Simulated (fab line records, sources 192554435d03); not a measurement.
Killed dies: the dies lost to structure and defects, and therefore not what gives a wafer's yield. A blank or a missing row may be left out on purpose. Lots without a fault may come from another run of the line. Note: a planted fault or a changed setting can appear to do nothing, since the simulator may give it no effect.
Chamber matching | flow n5 finfet | 4 sister chambers for N5_FIN_SAQP_MANDREL2_REMOVE_60 on rie si-01
The step chemistry HBr/Cl2/O2, target a-Si, stops on SiNx, bt time 10 s. 16 wafers are shown with their chamber, then 8 later ones without.

== WAFERS WITH THEIR CHAMBER ==
wafer  | chamber | throttle valve pct (%) | drypump motor current A (A) | oes product au (a.u.)
L256.1 | 1       | 36.67                  | 6.3                         | 0.997
L256.2 | 2       | 36.88                  | 5.1                         | 0.976
L256.6 | 3       | 36.47                  | 6.2                         | 1.008
L258.2 | 1       | 36.68                  | 6.3                         | 1.007
L258.5 | 3       | 36.50                  | 6.1                         | 1.003
L258.6 | 2       | 36.89                  | 5.0                         | 0.975
L261.2 | 0       | 36.55                  | 5.6                         | 0.950
L261.5 | 2       | 36.90                  | 5.0                         | 0.965
L261.6 | 1       | 36.68                  | 6.3                         | 1.010
L262.1 | 2       | 36.86                  | 5.0                         | 0.973
L262.4 | 0       | 36.56                  | 5.6                         | 0.958
L262.5 | 2       | 36.88                  | 5.1                         | 0.977
L269.1 | 1       | 36.69                  | 6.3                         | 1.004
L269.5 | 1       | 36.67                  | 6.2                         | 1.011
L269.6 | 0       | 36.55                  | 5.6                         | 0.969
L270.2 | 3       | 36.47                  | 6.2                         | 0.994

SIGNATURES, as means of the wafers listed above
reading                 | chamber 0 | chamber 1 | chamber 2 | chamber 3 | scatter within a chamber
throttle valve pct      | 36.5533   | 36.6780   | 36.8820   | 36.4800   | 0.0123
drypump motor current A | 5.600     | 6.280     | 5.040     | 6.167     | 0.0471
oes product au          | 0.95900   | 1.00580   | 0.97320   | 1.00167   | 0.00647
Rule: distance of a wafer from a chamber = root of the sum over the readings of ((wafer's reading minus chamber's mean) / reading's scatter) squared. If the next closest chamber is less than 2 further off than the closest, the wafer can't be placed; otherwise it belongs to the closest. The scatter is the square root of a quotient: the sum, over the shown wafers, of each reading's squared deviation from its chamber's mean, divided by wafers minus chambers.

== WAFERS WITH NO CHAMBER GIVEN ==
wafer  | throttle valve pct (%) | drypump motor current A (A) | oes product au (a.u.)
L270.5 | 36.47                  | 6.1                         | 0.994
L270.6 | 36.88                  | 5.1                         | 0.966
L272.1 | 36.49                  | 6.2                         | 0.994
L272.2 | 36.58                  | 5.5                         | 0.954
L272.3 | 36.90                  | 5.0                         | 0.975
L273.1 | 36.89                  | 5.0                         | 0.967
L273.4 | 36.68                  | 6.3                         | 0.999
L273.6 | 36.47                  | 6.1                         | 0.987

== WHICH CHAMBER EACH ONE RAN IN ==
wafer  | from the rows above | in truth
L270.5 | 3                   | 3
L270.6 | 2                   | 2
L272.1 | 3                   | 3
L272.2 | 0                   | 0
L272.3 | 2                   | 2
L273.1 | 2                   | 2
L273.4 | 1                   | 1
L273.6 | 3                   | 3
Placed correctly: 8 of 8. From these rows, 0 cannot be placed. Placed wrongly: 0.
